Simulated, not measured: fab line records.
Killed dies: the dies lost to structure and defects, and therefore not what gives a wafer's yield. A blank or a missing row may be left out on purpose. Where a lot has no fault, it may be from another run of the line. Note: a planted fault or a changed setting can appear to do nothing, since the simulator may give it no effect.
The tool behind it: which one? | flow nand-harc | 12 lots with 36 wafers sampled at 3 steps, on a route of 1302 steps

WHAT THE GAUGES SHOWED, per wafer
NHARC_A_ZERO_WELL_CD_MEAS_10 targets a cd of 2000 nm.
lot  | measured     | on        | cd-nm (nm)
L075 | day 7 11:23  | cd-sem-01 | 1997.4 2000.2 2000.7
L077 | day 7 22:33  | cd-sem-03 | 1998.8 1999.9 1998.3
L079 | day 8 23:44  | cd-sem-01 | 2001.3 2003.5 2003.1
L081 | day 9 20:55  | cd-sem-02 | 1999.9 2000.7 1999.2
L083 | day 10 13:49 | cd-sem-03 | 1999.5 1998.7 2001.9
L085 | day 11 13:40 | cd-sem-01 | 1996.8 2000.0 1999.5
L087 | day 12 02:50 | cd-sem-03 | 2001.6 1999.4 2001.0
L088 | day 13 02:34 | cd-sem-02 | 1998.5 1998.0 2000.1
L091 | day 13 20:19 | cd-sem-02 | 2001.7 2002.4 2000.6
L093 | day 14 18:10 | cd-sem-01 | 2000.0 1998.6 1997.6
L094 | day 15 07:25 | cd-sem-01 | 1997.9 1997.7 1998.4
L097 | day 16 08:09 | cd-sem-01 | 1998.4 2001.2 2001.0

EACH LOT AND THE TOOL THAT RAN IT (in order: tool; ch and the chambers of the sampled wafers; start)
lot  | NHARC_P_M2_PVD_21                       | NHARC_P_BONDPAD_CMP_32
L075 | pvd-sputter-02, day 7 06:16 or earlier  | cmp-03 ch 0,2, day 7 06:16
L077 | pvd-sputter-01, day 7 17:33 or earlier  | cmp-02 ch 1,2, day 7 17:33
L079 | pvd-sputter-02, day 8 18:13 or earlier  | cmp-03 ch 0,2,3, day 8 18:13
L081 | pvd-sputter-03, day 9 15:59 or earlier  | cmp-02 ch 0,2, day 9 15:59
L083 | pvd-sputter-03, day 10 08:53 or earlier | cmp-03 ch 0,2,3, day 10 08:53
L085 | pvd-sputter-02, day 11 08:49 or earlier | cmp-04 ch 0,1,2, day 11 08:49
L087 | pvd-sputter-01, day 11 22:12 or earlier | cmp-04 ch 1,2,3, day 11 22:12
L088 | pvd-sputter-03, day 12 21:40 or earlier | cmp-04 ch 1,2, day 12 21:40
L091 | pvd-sputter-03, day 13 15:26 or earlier | cmp-02 ch 0,2,3, day 13 15:26
L093 | pvd-sputter-01, day 14 13:16 or earlier | cmp-02 ch 0,2,3, day 14 13:16
L094 | pvd-sputter-02, day 15 02:40 or earlier | cmp-03 ch 1,2,3, day 15 02:40
L097 | pvd-sputter-02, day 16 03:21 or earlier | cmp-02 ch 0,1,2, day 16 03:21
- NHARC_P_M2_PVD_21: deposits Cu, target thk 30 nm, time 20.49 s.
- NHARC_P_BONDPAD_CMP_32: polishes SiCN, target thk 200 nm.

THE ANSWER, worked out from the rows above alone
Rule: the lots themselves supply what counts as usual. The widest of any qualifying gaps counts: lots, ordered by their means at a reading, are off when they make up no more than a third of the lots, leave a main group of 4 or more, and stand apart from it by 3 or more times the standard deviation of that group's means. Not used: any main group whose means are identical at the precision the tables above print for the reading. Also off: a lot with no number at a reading for which 4 or more lots have one. The other lots that the step has rows for count as sound.
Across all readings shown, no lot is off: no conclusion can be drawn from this.

WHAT THE SIMULATOR PUT IN
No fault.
